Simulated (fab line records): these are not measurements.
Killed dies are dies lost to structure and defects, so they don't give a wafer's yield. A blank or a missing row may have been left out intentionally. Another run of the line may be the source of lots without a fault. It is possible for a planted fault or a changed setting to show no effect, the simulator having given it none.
Chamber matching | flow n5-finfet | N5_BEOL_M3_ALD_98 on ald-sin-04 has 3 sister chambers
The step deposits SiO2, target thk 2.5 nm, pulse time 1 s, co reactant pulse time 1 s. 3 wafers are shown with their chamber, then 7 later ones without.

## WAFERS PAIRED WITH THEIR CHAMBERS
wafer  | chamber | heater-power-w (W)
L299.5 | 2       | 61
L302.3 | 0       | 68
L302.5 | 1       | 77

## WAFERS WITHOUT THEIR CHAMBER
wafer  | heater-power-w (W)
L302.6 | 67
L314.2 | 76
L314.5 | 76
L314.6 | 61
L318.1 | 61
L318.2 | 71
L318.5 | 64

## CHAMBER TAKEN BY EACH
wafer  | from the rows above     | in truth
L302.6 | 0                       | 0
L314.2 | 1                       | 1
L314.5 | 1                       | 1
L314.6 | 2                       | 2
L318.1 | 2                       | 2
L318.2 | can't be placed: 0 or 1 | 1
L318.5 | can't be placed: 2 or 0 | 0
Correctly placed: 5 of 7. Cannot be placed on the basis of these rows: 2; the candidates contain the true chamber in 2. Placed wrongly: 0.
How it was worked out, from the rows above alone: a wafer's distance from a chamber is the root of the sum, over the readings, of the square of ((its reading less the chamber's mean) divided by the reading's scatter). The wafer belongs to the nearest chamber; if the next one is less than 2 further off, it can't be placed. For every chamber, the mean is computed from those of its wafers that are shown. The scatter: root of mean squared gap, hidden wafer to nearest shown wafer, with one shown wafer a chamber.
